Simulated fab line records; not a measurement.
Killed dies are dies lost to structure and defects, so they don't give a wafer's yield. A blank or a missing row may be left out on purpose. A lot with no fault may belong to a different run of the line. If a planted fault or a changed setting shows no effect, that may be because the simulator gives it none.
Chamber matching | flow nand-harc | 3 sister chambers for NHARC_A_M1_PRE_CLEAN_32 on pecvd-02
The step time 12 s. 3 wafers are shown with their chamber, then 12 later ones without.

## WAFERS WITH THEIR CHAMBER
wafer  | chamber | heater-power-w (W)
L086.4 | 2       | 571
L087.4 | 1       | 578
L087.6 | 0       | 629

## WAFERS WITH NO CHAMBER GIVEN
wafer  | heater-power-w (W)
L092.2 | 621
L092.4 | 621
L092.5 | 590
L093.1 | 575
L093.2 | 518
L093.5 | 610
L095.4 | 547
L095.5 | 717
L095.6 | 566
L097.1 | 587
L097.3 | 564
L097.5 | 590

## EACH ONE'S CHAMBER
wafer  | from the rows above          | in truth
L092.2 | can't be placed: 0 or 1 or 2 | 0
L092.4 | can't be placed: 0 or 1 or 2 | 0
L092.5 | can't be placed: 1 or 2 or 0 | 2
L093.1 | can't be placed: 1 or 2 or 0 | 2
L093.2 | can't be placed: 2 or 1 or 0 | 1
L093.5 | can't be placed: 0 or 1 or 2 | 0
L095.4 | can't be placed: 2 or 1 or 0 | 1
L095.5 | can't be placed: 0 or 1 or 2 | 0
L095.6 | can't be placed: 2 or 1 or 0 | 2
L097.1 | can't be placed: 1 or 2 or 0 | 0
L097.3 | can't be placed: 2 or 1 or 0 | 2
L097.5 | can't be placed: 1 or 2 or 0 | 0
0 of 12 placed correctly. Cannot be placed on the basis of these rows: 12; the candidates contain the true chamber in 12. 0 placed wrongly.
How it was worked out, from the rows above alone: a wafer's distance from a chamber is the root of the sum, over the readings, of the square of ((its reading less the chamber's mean) divided by the reading's scatter). The wafer belongs to the nearest chamber; if the next one is less than 2 further off, it can't be placed. Each chamber's mean is taken over the wafers shown for it. The scatter (one wafer shown for each chamber): square how far every hidden wafer sits from the nearest shown wafer, average those squares and take the square root.
